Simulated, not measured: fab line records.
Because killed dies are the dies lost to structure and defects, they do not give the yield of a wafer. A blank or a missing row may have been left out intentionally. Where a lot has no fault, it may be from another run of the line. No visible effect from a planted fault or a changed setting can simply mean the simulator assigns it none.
fab line records | flow n5-finfet
[record] lots = 7 wafers = 21
route steps=1938 shown BEOL_M2@870 BEOL_M3@974 BEOL_M4@1027 BEOL_M5@1116
start-h: the number of hours between the record's first day and the start of the first shown wafer of the lot | wait-h: hours from the lot's prior step to this one | " as in the row above | L1.1+2: one row covering several wafers at once | - either no value or no given start | * or withheld: withheld | < > ~ a bound
route shown NAME@n: names a module that has steps shown in the file, with the first one's number in the route | usual: mean and standard deviation over wafers with no fault | same: alike in all rows | chamber/n: place in a boat | sites: per-site readings | _std_site: their standard deviation | _edge_site: inner sites' mean taken away from outer sites' mean | radius-mm: how far each site lies from the wafer's centre | mask NAME#n: copy n | behind: tool/chamber where the wafer was last shaped | hold: what put the lot on hold/how long, in hours/how the hold closed | device: which transistor (n, p or np) failed to switch | end of line: the route-end tests of the same wafers | a step without rows: its recipe alone | killed: dies that structure and defects cost at the first sort, which is not the same as the wafer's yield | map: a wafer's dies, x killed, . not, _ none there
set.NAME: the run value of the setting; set.NAME@STEP: its run value at that earlier step | model.NAME: the simulator's own value behind a step, which no gauge read
lots with deliberately changed settings; one table per step, one row per wafer
[[steps]]
[step N5_BEOL_M2_COAT_22]
[recipe] resist = CAR-EUV spin-rpm = 1500 resist-thk-nm = 30
// columns lot.wafer tool chamber start-h wait-h set.spin-rpm model.CAR-EUV_of_BEOL_M2_COAT_22.thk-nm
L078.1+2+6 litho-track-01 0 - - 1566 29.4
L079.3+4+5 litho-track-02 0 - - 1500 29.8
L087.3 litho-track-02 0 - - 1500 29.8
L087.4+6 " 0 " " 1500 30
L088.4+5+6 litho-track-02 0 - - 1500 30
L091.1+3 litho-track-02 0 - - 1390 31.2
L091.4 " 0 " " 1500 30
L093.1+4 litho-track-03 0 - - 1593 29
L093.3 " 0 " " 1500 30
L097.2+4+5 litho-track-01 0 - - 1500 30
[step N5_BEOL_M2_EBR_24]
[recipe] solvent = PGMEA ebr-width-mm = 1.5
[step N5_BEOL_M2_SOFTBAKE_23]
[recipe] temp-c = 110 time-s = 60 resist = CAR-EUV
[step N5_BEOL_M2_EXPOSE_25]
[recipe] mask-id = V1 na = 0.33 source-shape = quasar sigma-inner = 0.2 sigma-outer = 0.8 polarization = unpolarized defocus-nm = 5 dose-mj = 63
[step N5_BEOL_M2_PEB_26]
[recipe] peb-temp-c = 100 peb-time-s = 60 resist = CAR-EUV
[step N5_BEOL_M2_DEVELOP_27]
[recipe] develop-time-s = 30 developer = TMAH resist = CAR-EUV rinse-liquid = surfactant-rinse dry = air-spin dev-temp-c = 23
// columns lot.wafer tool chamber start-h wait-h set.spin-rpm@BEOL_M2_COAT_22 model.CAR-EUV_of_BEOL_M2_COAT_22.thk-nm
L078.1+6 litho-track-03 0 - - 1566 29
L078.2 " 0 " " 1566 28.8
L079.3+4+5 litho-track-01 0 - - 1500 29.4
L087.3+4 litho-track-02 0 - - 1500 29.4
L087.6 " 0 " " 1500 29.6
L088.4+5+6 litho-track-02 0 - - 1500 29.6
L091.1 litho-track-02 0 - - 1390 30.8
L091.3 " 0 " " 1390 30.6
L091.4 " 0 " " 1500 29.6
L093.1+4 litho-track-01 0 - - 1593 28.6
L093.3 " 0 " " 1500 29.6
L097.2 litho-track-02 0 - - 1500 29.4
L097.4+5 " 0 " " 1500 29.6
[step N5_BEOL_M2_DESCUM_33]
[recipe] chemistry = O2 time-s = 7 source-power-w = 50 bias-power-w = 20 pressure-mtorr = 20 rf-frequency-hz = 2.712e+07 temp-c = 40 resist = CAR-EUV o2-flow-sccm = 225
[step N5_BEOL_M2_ETCH_77]
[recipe] chemistry = N2/H2 target = underlayer target-depth-a = 65 mask-material = CAR-EUV time-s = 5.2 ion-energy-ev = 200 pressure-mtorr = 30 source-w = 840 bias-w = 150 n2-flow-sccm = 200 h2-flow-sccm = 200 ends = cleared
// columns lot.wafer tool chamber start-h wait-h set.spin-rpm@BEOL_M2_COAT_22 model.CAR-EUV_of_BEOL_M2_COAT_22.thk-nm
L078.1+6 rie-diel-05 1,2 160.83 0.0 1566 19.8
L078.2 " 2 " " 1566 19.6
L079.3+4 rie-diel-05 0,2 166.64 0.0 1500 20.2
L079.5 " 1 " " 1500 20
L087.3+4+6 rie-diel-05 3,2,0 215.05 0.0 1500 20.2
L088.4+5+6 rie-diel-03 1,2,1 221.02 0.0 1500 20.4
L091.1 rie-diel-05 3 240.44 0.0 1390 21.6
L091.3 " 0 " " 1390 21.4
L091.4 " 2 " " 1500 20.4
L093.1+4 rie-diel-03 1,0 245.90 0.0 1593 19.4
L093.3 " 3 " " 1500 20.2
L097.2+5 rie-diel-03 1,0 277.68 0.0 1500 20.2
L097.4 " 3 " " 1500 20.4
[step N5_BEOL_M2_ETCH_69]
[recipe] chemistry = CF4 target = SiARC target-depth-a = 156 mask-material = CAR-EUV time-s = 26 ion-energy-ev = 80 pressure-mtorr = 40 source-w = 545 bias-w = 36 Ar_flow_sccm = 100 cf4-flow-sccm = 100 ends = cleared
[step N5_BEOL_M2_ALD_98]
[recipe] material = SiO2 target-thk-a = 25 temp-c = 100 ald-precursor-family = BDEAS ald-co-reactant = O2-plasma pulse-time-s = 1 co-reactant-pulse-time-s = 1 purge-time-s = 2 co-reactant-purge-time-s = 2 ald-cycles = 17 pressure-torr = 2
[step N5_BEOL_M2_ETCHBACK_99]
[recipe] chemistry = CHF3 target = SiO2 target-depth-a = 50 time-s = 10.4 source-w = 215 bias-w = 47 Ar_flow_sccm = 200 CHF3_flow_sccm = 12 ion-energy-ev = 100 pressure-mtorr = 30
[step N5_BEOL_M2_ETCH_70]
[recipe] chemistry = N2/H2 target = SOC target-depth-a = 800 overetch-a = 240 mask-material = SiARC temp-c = 40 time-s = 130 ion-energy-ev = 200 pressure-mtorr = 30 source-w = 840 bias-w = 150 n2-flow-sccm = 200 h2-flow-sccm = 200
// columns lot.wafer tool chamber start-h wait-h set.spin-rpm@BEOL_M2_COAT_67 model.etch.depth-nm
L078.1 rie-diel-03 2 162.19 0.0 1500 60.2
L078.2 " 3 " " 1500 60.1
L078.6 " 0 " " 1500 60.21
L079.3 rie-diel-01 2 170.72 0.0 1500 60.03
L079.4 " 3 " " 1500 60.16
L079.5 " 1 " " 1500 60.1
L087.3 rie-diel-01 1 218.87 0.0 1500 59.88
L087.4 " 2 " " 1500 60.18
L087.6 " 2 " " 1500 60.08
L088.4 rie-diel-01 2 227.02 0.0 1500 59.82
L088.5 " 3 " " 1353 63.08
L088.6 " 1 " " 1500 59.81
L091.1 rie-diel-05 1 254.54 0.0 1500 59.94
L091.3 " 0 " " 1500 60.01
L091.4 " 0 " " 1581 58.42
L093.1 rie-diel-01 3 258.05 0.0 1500 59.96
L093.3 " 1 " " 1500 59.99
L093.4 " 2 " " 1500 60.09
L097.2 rie-diel-05 1 278.75 0.0 1500 59.81
L097.4 " 3 " " 1427 61.26
L097.5 " 2 " " 1427 61.17
[step N5_BEOL_M2_STRIP_71]
[recipe] chemistry = N2/H2 temp-c = 40 n2-flow-sccm = 200 h2-flow-sccm = 200 rf-frequency-hz = 6e+07
[step N5_BEOL_M2_STRIP_78]
[recipe] chemistry = N2/H2 temp-c = 40 n2-flow-sccm = 200 h2-flow-sccm = 200 rf-frequency-hz = 6e+07
[step N5_BEOL_M2_VIA_ETCH_34]
[recipe] chemistry = C4F6/O2 target-depth-a = 694 mask-material = SOC pressure-mtorr = 15 ion-energy-ev = 250 taper-deg = 4 time-s = 65.9 source-w = 350 bias-w = 170 Ar_flow_sccm = 300 C4F6_flow_sccm = 10 O2_flow_sccm = 10
// columns lot.wafer tool chamber start-h wait-h set.spin-rpm@BEOL_M2_COAT_67 model.SOC_of_BEOL_M2_COAT_67.thk-nm
L078.1 rie-diel-03 2 162.30 0.0 1500 52.2
L078.2+6 " 3,0 " " 1500 52
L079.3 rie-diel-01 2 170.82 0.0 1500 51.8
L079.4+5 " 3,1 " " 1500 52.2
L087.3+4+6 rie-diel-01 1,2,2 218.98 0.0 1500 51.8
L088.4 rie-diel-01 2 227.11 0.0 1500 51.4
L088.5 " 3 " " 1353 55
L088.6 " 1 " " 1500 51.8
L091.1 rie-diel-05 1 254.65 0.0 1500 51.8
L091.3 " 0 " " 1500 52
L091.4 " 0 " " 1581 50.4
L093.1+3 rie-diel-01 3,1 258.15 0.0 1500 52
L093.4 " 2 " " 1500 51.8
L097.2 rie-diel-05 1 278.85 0.0 1500 51.8
L097.4 " 3 " " 1427 53.4
L097.5 " 2 " " 1427 53
[step N5_BEOL_M3_ETCH_70]
[recipe] chemistry = N2/H2 target = SOC target-depth-a = 800 overetch-a = 160 mask-material = SiARC temp-c = 40 time-s = 120 ion-energy-ev = 200 pressure-mtorr = 30 source-w = 840 bias-w = 150 n2-flow-sccm = 200 h2-flow-sccm = 200
[usual] rf-vpp-V = 523.9/2.2
// columns lot.wafer tool chamber start-h wait-h set.bias-w rf-vpp-V model.SiARC_of_BEOL_M3_COAT_68.thk-nm
L078.1 rie-diel-02 0 179.14 0.0 150 523.8 6.4
L078.2 " 2 " " 150 520.4 6.4
L078.6 " 2 " " 159.6 540.5 6
L079.3 rie-diel-04 0 179.14 0.0 167.8 565.0 5.4
L079.4 " 2 " " 167.8 559.9 5.2
L079.5 " 1 " " 150 527.9 6.2
L087.3 rie-diel-02 2 227.45 0.0 150 521.4 6.4
L087.4 " 0 " " 150 523.6 6.4
L087.6 " 1 " " 150 522.2 6.4
L088.4 rie-diel-02 2 237.89 0.0 150 521.1 6.4
L088.5 " 0 " " 150 523.5 6.6
L088.6 " 1 " " 150 522.3 6.2
L091.1 rie-diel-04 3 268.21 0.0 150 522.4 6.4
L091.3 " 1 " " 150 528.1 6.2
L091.4 " 0 " " 150 527.4 6.4
L093.1 rie-diel-02 1 271.76 0.0 150 520.7 6.4
L093.3 " 2 " " 173.6 569.3 5.4
L093.4 " 3 " " 150 525.7 6.4
L097.2 rie-diel-02 0 294.44 0.0 129.2 476.1 7.4
L097.4 " 0 " " 129.2 475.5 7.4
L097.5 " 1 " " 150 522.7 6.4
[step N5_BEOL_M3_TRENCH_ETCH_37]
[recipe] chemistry = C4F6/O2 target-depth-a = 555.55 target = SiOC time-s = 29.2 ion-energy-ev = 250 pressure-mtorr = 30 source-w = 355 bias-w = 185 Ar_flow_sccm = 300 C4F6_flow_sccm = 10 O2_flow_sccm = 10
// columns lot.wafer tool chamber start-h wait-h set.time-s model.BEOL_M3.feature-depth-nm model.etch.depth-nm
L078.1 rie-diel-02 0 - - 29.2 54.6 54.52
L078.2 " 2 " " 29.2 55.6 55.63
L078.6 " 2 " " 29.2 55.8 55.79
L079.3 rie-diel-04 0 - - 34.32 65.8 65.85
L079.4 " 2 " " 29.2 56.8 56.78
L079.5 " 1 " " 29.2 57.6 57.5
L087.3 rie-diel-02 2 - - 29.2 56 55.98
L087.4 " 0 " " 29.2 54.8 54.84
L087.6 " 1 " " 29.2 55.8 55.77
L088.4 rie-diel-02 2 - - 33.26 63 62.93
L088.5 " 0 " " 29.2 54.2 54.17
L088.6 " 1 " " 33.26 62.6 62.51
L091.1+4 rie-diel-04 3,0 - - 22.98 44 44.03
L091.3 " 1 " " 29.2 57.6 57.65
L093.1 rie-diel-02 1 - - 33.85 63.6 63.7
L093.3 " 2 " " 33.85 63.8 63.73
L093.4 " 3 " " 33.85 64.8 64.74
L097.2 rie-diel-02 0 - - 24 44 43.93
L097.4 " 0 " " 29.2 53.4 53.37
L097.5 " 1 " " 24 44.4 44.39
[step N5_BEOL_M3_ETCH_41]
[recipe] chemistry = CH3F/O2 target = SiCN target-depth-a = 299 taper-deg = 2 time-s = 52.5 ion-energy-ev = 120 mask-material = TiN pressure-mtorr = 30 source-w = 395 bias-w = 75 Ar_flow_sccm = 150 CH3F_flow_sccm = 30 O2_flow_sccm = 20
[step N5_BEOL_M3_STRIP_97]
[recipe] chemistry = N2/H2 time-s = 10 power-w = 450 temp-c = 40 pressure-mtorr = 20 rf-frequency-hz = 6e+07 bias-power-w = 7 n2-flow-sccm = 200 h2-flow-sccm = 200
[step N5_BEOL_M3_OCD_MEAS_38]
[usual] trench-depth-nm = 55.4/0.96
// columns lot.wafer tool chamber start-h wait-h set.time-s@BEOL_M3_TRENCH_ETCH_37 trench-depth-nm
L078.1 ocd-01 - 179.49 - 29.2 55.1
L078.2 " - " " 29.2 55.6
L078.6 " - " " 29.2 55.9
L079.3 ocd-01 - 179.51 - 34.32 65.7
L079.4 " - " " 29.2 55.9
L079.5 " - " " 29.2 58.1
L087.3 ocd-02 - 227.80 - 29.2 56.5
L087.4 " - " " 29.2 54.5
L087.6 " - " " 29.2 55.9
L088.4 ocd-01 - 238.21 - 33.26 62.6
L088.5 " - " " 29.2 54.2
L088.6 " - " " 33.26 63.0
L091.1 ocd-01 - 268.57 - 22.98 44.0
L091.3 " - " " 29.2 57.5
L091.4 " - " " 22.98 44.2
L093.1 ocd-01 - 272.12 - 33.85 63.9
L093.3 " - " " 33.85 64.2
L093.4 " - " " 33.85 64.4
L097.2 ocd-01 - 294.80 - 24 43.7
L097.4 " - " " 29.2 53.4
L097.5 " - " " 24 44.3
[step N5_BEOL_M4_COAT_73]
[recipe] resist = underlayer temp-c = 205 time-s = 60 spin-rpm = 1500 resist-thk-nm = 5
// columns lot.wafer tool chamber start-h wait-h set.spin-rpm
L078.1+2+6 litho-track-01 0 - - 1500
L079.3+5 litho-track-05 0 - - 1500
L079.4 " 0 " " 1371
L087.3+4+6 litho-track-03 0 - - 1500
L088.4 litho-track-03 0 - - 1384
L088.5+6 " 0 " " 1500
L091.1+4 litho-track-03 0 - - 1359
L091.3 " 0 " " 1500
L093.1+4 litho-track-03 0 - - 1500
L093.3 " 0 " " 1656
L097.2 litho-track-03 0 - - 1368
L097.4+5 " 0 " " 1500
[step N5_BEOL_M4_DESCUM_16]
[recipe] chemistry = O2 time-s = 7 source-power-w = 50 bias-power-w = 20 pressure-mtorr = 20 rf-frequency-hz = 2.712e+07 temp-c = 40 resist = CAR-EUV o2-flow-sccm = 225
// columns lot.wafer tool chamber start-h wait-h set.time-s model.CAR-EUV_of_BEOL_M4_COAT_05.thk-nm
L078.1 rie-diel-05 1 184.41 0.3 5.648 26.8
L078.2 " 3 " " 7 26
L078.6 " 2 " " 5.648 26.6
L079.3+4 rie-diel-03 1,3 184.60 0.3 7.65 25.8
L079.5 " 3 " " 7 26
L087.3+4+6 rie-diel-01 2,1,2 234.28 0.0 7 26
L088.4+5 rie-diel-05 3,2 244.19 0.3 5.947 26.8
L088.6 " 1 " " 7 26
L091.1+3 rie-diel-01 0,1 273.60 0.0 7 26.2
L091.4 " 2 " " 7 26
L093.1 rie-diel-03 2 276.78 0.0 7 26
L093.3 " 0 " " 7 26.2
L093.4 " 1 " " 8.037 25.6
L097.2 rie-diel-03 2 299.57 0.0 5.681 26.8
L097.4+5 " 1,0 " " 7 26
[step N5_BEOL_M4_ETCH_74]
[recipe] chemistry = N2/H2 target = underlayer target-depth-a = 65 mask-material = CAR-EUV time-s = 5.2 ion-energy-ev = 200 pressure-mtorr = 30 source-w = 840 bias-w = 150 n2-flow-sccm = 200 h2-flow-sccm = 200 ends = cleared
// columns lot.wafer tool chamber start-h wait-h set.spin-rpm@BEOL_M4_COAT_73 model.etch.depth-nm
L078.1 rie-diel-05 1 184.44 0.0 1500 5.024
L078.2 " 3 " " 1500 5.012
L078.6 " 2 " " 1500 5.001
L079.3 rie-diel-03 1 184.63 0.0 1500 5.028
L079.4 " 3 " " 1371 5.222
L079.5 " 3 " " 1500 5.019
L087.3 rie-diel-01 2 234.32 0.0 1500 5.013
L087.4 " 1 " " 1500 5.012
L087.6 " 2 " " 1500 5.022
L088.4 rie-diel-05 3 244.22 0.0 1384 5.229
L088.5 " 2 " " 1500 5.013
L088.6 " 1 " " 1500 5.008
L091.1 rie-diel-01 0 273.63 0.0 1359 5.265
L091.3 " 1 " " 1500 5
L091.4 " 2 " " 1359 5.26
L093.1 rie-diel-03 2 276.81 0.0 1500 5.012
L093.3 " 0 " " 1656 4.772
L093.4 " 1 " " 1500 4.993
L097.2 rie-diel-03 2 299.60 0.0 1368 5.269
L097.4 " 1 " " 1500 5.043
L097.5 " 0 " " 1500 5.038
[step N5_BEOL_M4_ETCH_63]
[recipe] chemistry = CF4 target = SiARC target-depth-a = 156 mask-material = CAR-EUV time-s = 26 ion-energy-ev = 80 pressure-mtorr = 40 source-w = 545 bias-w = 36 Ar_flow_sccm = 100 cf4-flow-sccm = 100 ends = cleared
// columns lot.wafer tool chamber start-h wait-h set.time-s@BEOL_M4_DESCUM_16 model.CAR-EUV_of_BEOL_M4_COAT_05.thk-nm
L078.1+6 rie-diel-05 1,2 184.46 0.0 5.648 11.8
L078.2 " 3 " " 7 11
L079.3 rie-diel-03 1 184.65 0.0 7.65 10.8
L079.4 " 3 " " 7.65 10.6
L079.5 " 3 " " 7 11
L087.3 rie-diel-01 2 234.33 0.0 7 11.2
L087.4+6 " 1,2 " " 7 11
L088.4 rie-diel-05 3 244.24 0.0 5.947 11.6
L088.5 " 2 " " 5.947 11.8
L088.6 " 1 " " 7 11.2
L091.1+4 rie-diel-01 0,2 273.65 0.0 7 10.8
L091.3 " 1 " " 7 11.2
L093.1 rie-diel-03 2 276.83 0.0 7 11
L093.3 " 0 " " 7 11.4
L093.4 " 1 " " 8.037 10.6
L097.2 rie-diel-03 2 299.62 0.0 5.681 11.6
L097.4+5 " 1,0 " " 7 11
[step N5_BEOL_M4_TRENCH_ETCH_37]
[recipe] chemistry = C4F6/O2 target-depth-a = 555.55 target = SiOC time-s = 29.2 ion-energy-ev = 250 pressure-mtorr = 30 source-w = 355 bias-w = 185 Ar_flow_sccm = 300 C4F6_flow_sccm = 10 O2_flow_sccm = 10
[usual] rf-vpp-V = 663/5.9
// columns lot.wafer tool chamber start-h wait-h set.source-w rf-vpp-V model.etch.depth-nm model.BEOL_M4.feature-depth-nm
L078.1 rie-diel-01 0 - - 355 673 55.67 55.6
L078.2 " 3 " " 321.3 702 52.46 52.4
L078.6 " 3 " " 355 668 54.33 54.4
L079.3 rie-diel-03 0 - - 355 655 56.43 56.4
L079.4 " 2 " " 355 666 55.03 55
L079.5 " 0 " " 355 653 56.18 56.2
L087.3 rie-diel-05 2 - - 355 655 54.33 54.4
L087.4 " 1 " " 355 657 55.62 55.6
L087.6 " 3 " " 355 658 55 55
L088.4 rie-diel-03 0 - - 355 654 56.04 56
L088.5 " 2 " " 355 665 55.11 55.2
L088.6 " 1 " " 355 667 55.4 55.4
L091.1 rie-diel-01 1 - - 355 659 54.27 54.2
L091.3 " 2 " " 415 618 59.95 60
L091.4 " 0 " " 355 672 56.03 56
L093.1 rie-diel-03 1 - - 411.3 617 57.52 57.6
L093.3 " 3 " " 355 661 54.64 54.6
L093.4 " 0 " " 355 652 54.77 54.8
L097.2 rie-diel-05 1 - - 355 657 55.61 55.6
L097.4 " 2 " " 355 655 54.52 54.6
L097.5 " 0 " " 355 663 56.8 56.8
[step N5_BEOL_M5_HM_DEP_02]
[recipe] material = TiN target-thk-a = 200 temp-c = 25 chamber-pressure-pa = 0.49996
// columns lot.wafer tool chamber start-h wait-h set.target-thk-a model.TiN_of_BEOL_M5_HM_DEP_02.thk-nm
L078.1+2 pvd-sputter-01 - 194.96 1.7 200 20
L078.6 " - " " 200 20.2
L079.3+4+5 pvd-sputter-02 - 195.86 2.3 200 20
L087.3+4 pvd-sputter-01 - 251.90 2.7 200 20.4
L087.6 " - " " 200 20.6
L088.4 pvd-sputter-01 - 255.24 0.5 218.8 21.6
L088.5 " - " " 218.8 21.8
L088.6 " - " " 200 19.8
L091.1 pvd-sputter-02 - 282.74 1.2 200 20.4
L091.3 " - " " 211.9 21.2
L091.4 " - " " 211.9 21.4
L093.1 pvd-sputter-03 - 287.68 1.1 200 20
L093.3 " - " " 215 21.6
L093.4 " - " " 200 20.2
L097.2+4+5 pvd-sputter-01 - 310.74 0.5 200 20.2
[[key]]
[split] step = N5_BEOL_M2_COAT_22 setting = spin-rpm stated = 1500 by = wafer
[response] step = N5_BEOL_M2_COAT_22 reading = model.CAR-EUV_of_BEOL_M2_COAT_22.thk-nm change = -0.163 per = 1% r = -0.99
[response] step = N5_BEOL_M2_DEVELOP_27 reading = model.CAR-EUV_of_BEOL_M2_COAT_22.thk-nm change = -0.155 per = 1% r = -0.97
[response] step = N5_BEOL_M2_ETCH_77 reading = model.CAR-EUV_of_BEOL_M2_COAT_22.thk-nm change = -0.141 per = 1% r = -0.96
[split] step = N5_BEOL_M3_ETCH_70 setting = bias-w stated = 150 by = wafer
[response] step = N5_BEOL_M3_ETCH_70 reading = rf-vpp-V change = +3.06 per = 1% r = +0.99
[response] step = N5_BEOL_M3_ETCH_70 reading = model.SiARC_of_BEOL_M3_COAT_68.thk-nm change = -0.0689 per = 1% r = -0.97
[split] step = N5_BEOL_M3_TRENCH_ETCH_37 setting = time-s stated = 29.2 by = wafer
[response] step = N5_BEOL_M3_TRENCH_ETCH_37 reading = model.BEOL_M3.feature-depth-nm change = +0.569 per = 1% r = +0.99
[response] step = N5_BEOL_M3_TRENCH_ETCH_37 reading = model.etch.depth-nm change = +0.571 per = 1% r = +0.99
[response] step = N5_BEOL_M3_OCD_MEAS_38 reading = trench-depth-nm change = +0.57 per = 1% r = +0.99
[split] step = N5_BEOL_M4_COAT_73 setting = spin-rpm stated = 1500 by = wafer
[response] step = N5_BEOL_M4_ETCH_74 reading = model.etch.depth-nm change = -0.0252 per = 1% r = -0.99
[split] step = N5_BEOL_M4_DESCUM_16 setting = time-s stated = 7 by = wafer
[response] step = N5_BEOL_M4_DESCUM_16 reading = model.CAR-EUV_of_BEOL_M4_COAT_05.thk-nm change = -0.0396 per = 1% r = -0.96
[response] step = N5_BEOL_M4_ETCH_63 reading = model.CAR-EUV_of_BEOL_M4_COAT_05.thk-nm change = -0.0365 per = 1% r = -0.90
[split] step = N5_BEOL_M4_TRENCH_ETCH_37 setting = source-w stated = 355 by = wafer
[response] step = N5_BEOL_M4_TRENCH_ETCH_37 reading = rf-vpp-V change = -2.72 per = 1% r = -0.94
[response] step = N5_BEOL_M4_TRENCH_ETCH_37 reading = model.etch.depth-nm change = +0.239 per = 1% r = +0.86
[response] step = N5_BEOL_M4_TRENCH_ETCH_37 reading = model.BEOL_M4.feature-depth-nm change = +0.245 per = 1% r = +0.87
[split] step = N5_BEOL_M5_HM_DEP_02 setting = target-thk-a stated = 200 by = wafer
[response] step = N5_BEOL_M5_HM_DEP_02 reading = model.TiN_of_BEOL_M5_HM_DEP_02.thk-nm change = +0.191 per = 1% r = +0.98
split outside-this-file step=N5_BEOL_M2_COAT_67 setting=spin-rpm
// split outside-this-file: this setting was split too, and the file shows its column; the key of that split is in another file
